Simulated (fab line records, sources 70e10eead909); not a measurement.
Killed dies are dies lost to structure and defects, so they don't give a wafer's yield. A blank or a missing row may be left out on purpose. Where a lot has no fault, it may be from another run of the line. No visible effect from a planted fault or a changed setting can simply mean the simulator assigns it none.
Chamber matching + flow nand_harc + rie_diel-11 running NHARC_A_CHANNEL_HOLE_D2_ETCH_44: 4 sister chambers
The step etches the open film in CF4/O2, target depth 140 nm, overetch 14 nm, time 77 s. 16 wafers are shown with their chamber, then 8 later ones without.

WAFERS WITH THEIR CHAMBER
| wafer  | chamber | drypump_motor_current_A (A) | rf_vpp_V (V) | oes_product_au (a.u.) |
|--------|---------|-----------------------------|--------------|-----------------------|
| L074.2 | 3       | 6.2                         | 196.4        | 0.992                 |
| L074.3 | 1       | 5.2                         | 199.4        | 0.991                 |
| L074.6 | 0       | 6.1                         | 197.8        | 1.004                 |
| L079.1 | 0       | 6.1                         | 196.3        | 0.999                 |
| L079.2 | 2       | 4.9                         | 195.5        | 0.998                 |
| L079.4 | 3       | 6.2                         | 196.7        | 0.994                 |
| L081.2 | 2       | 4.9                         | 197.1        | 1.001                 |
| L081.5 | 2       | 4.9                         | 196.0        | 1.007                 |
| L081.6 | 1       | 5.3                         | 199.2        | 0.992                 |
| L083.2 | 1       | 5.3                         | 200.6        | 0.993                 |
| L083.3 | 3       | 6.2                         | 196.1        | 1.002                 |
| L083.4 | 0       | 6.1                         | 195.7        | 0.992                 |
| L090.1 | 0       | 6.1                         | 196.1        | 0.993                 |
| L090.5 | 1       | 5.3                         | 200.0        | 1.000                 |
| L090.6 | 0       | 6.1                         | 197.6        | 1.000                 |
| L092.1 | 0       | 6.1                         | 195.9        | 0.993                 |

SIGNATURES, as means of the wafers listed above
| reading                 | chamber 0 | chamber 1 | chamber 2 | chamber 3 | scatter within a chamber |
|-------------------------|-----------|-----------|-----------|-----------|--------------------------|
| drypump_motor_current_A | 6.100     | 5.275     | 4.900     | 6.200     | 0.025                    |
| rf_vpp_V                | 196.567   | 199.800   | 196.200   | 196.400   | 0.752                    |
| oes_product_au          | 0.99683   | 0.99400   | 1.00200   | 0.99600   | 0.00472                  |
Rule: a wafer's distance from a chamber is the root of the sum, over the readings, of the square of ((its reading less the chamber's mean) divided by the reading's scatter). If the next closest chamber is less than 2 further off than the closest, the wafer can't be placed; otherwise it belongs to the closest. The scatter is the square root of a quotient: the sum, over the shown wafers, of each reading's squared deviation from its chamber's mean, divided by wafers minus chambers.

WAFERS MISSING THEIR CHAMBER
| wafer  | drypump_motor_current_A (A) | rf_vpp_V (V) | oes_product_au (a.u.) |
|--------|-----------------------------|--------------|-----------------------|
| L092.3 | 4.9                         | 195.6        | 1.000                 |
| L092.6 | 6.1                         | 197.3        | 1.005                 |
| L094.4 | 6.1                         | 197.2        | 1.003                 |
| L094.5 | 6.1                         | 197.1        | 0.997                 |
| L094.6 | 6.2                         | 197.3        | 1.019                 |
| L096.1 | 6.1                         | 198.1        | 0.992                 |
| L096.2 | 6.2                         | 194.8        | 0.998                 |
| L096.3 | 4.9                         | 195.8        | 0.996                 |

THE CHAMBER EACH PASSED THROUGH
| wafer  | from the rows above     | in truth |
|--------|-------------------------|----------|
| L092.3 | 2                       | 2        |
| L092.6 | 0                       | 0        |
| L094.4 | 0                       | 0        |
| L094.5 | 0                       | 0        |
| L094.6 | can't be placed: 3 or 0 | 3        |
| L096.1 | 0                       | 0        |
| L096.2 | 3                       | 3        |
| L096.3 | 2                       | 2        |
7 of 8 placed correctly. Cannot be placed on the basis of these rows: 1; the candidates contain the true chamber in 1. 0 placed wrongly.
